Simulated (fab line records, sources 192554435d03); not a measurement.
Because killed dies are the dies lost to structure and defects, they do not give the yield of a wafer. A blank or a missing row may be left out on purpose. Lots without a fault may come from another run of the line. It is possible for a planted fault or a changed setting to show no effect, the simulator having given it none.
Chamber matching    flow n5Finfet    rieDiel-01 running N5_BEOL_M5_ETCH_72: 4 sister chambers
The step etches underlayer in N2/H2, target depth 6.5 nm, time 5.2 s. 4 wafers are shown with their chamber, then 7 later ones without.

WAFERS, EACH WITH ITS CHAMBER
wafer   chamber  showerheadPlenumPTorr (Torr)
L088.1  2        2.47
L088.4  1        2.43
L089.3  3        2.46
L095.4  0        2.63

WAFERS WHOSE CHAMBER IS MISSING
wafer   showerheadPlenumPTorr (Torr)
L095.5  2.43
L093.3  2.63
L093.4  2.63
L093.6  2.42
L096.3  2.42
L096.4  2.45
L096.6  2.45

WHICH CHAMBER EACH ONE RAN IN
wafer   from the rows above           in truth
L095.5  1                             1
L093.3  0                             0
L093.4  0                             0
L093.6  1                             1
L096.3  1                             1
L096.4  can't be placed: 3 or 1 or 2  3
L096.6  can't be placed: 3 or 1 or 2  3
Correct placement for 5 of the 7. Cannot be placed on the basis of these rows: 2; the candidates contain the true chamber in 2. Placed wrongly: 0.
How it was worked out, from the rows above alone: a wafer's distance from a chamber is the root of the sum, over the readings, of the square of ((its reading less the chamber's mean) divided by the reading's scatter). If the next closest chamber is less than 2 further off than the closest, the wafer can't be placed; otherwise it belongs to the closest. For every chamber, the mean is computed from those of its wafers that are shown. The scatter: root of mean squared gap, hidden wafer to nearest shown wafer, with one shown wafer a chamber.
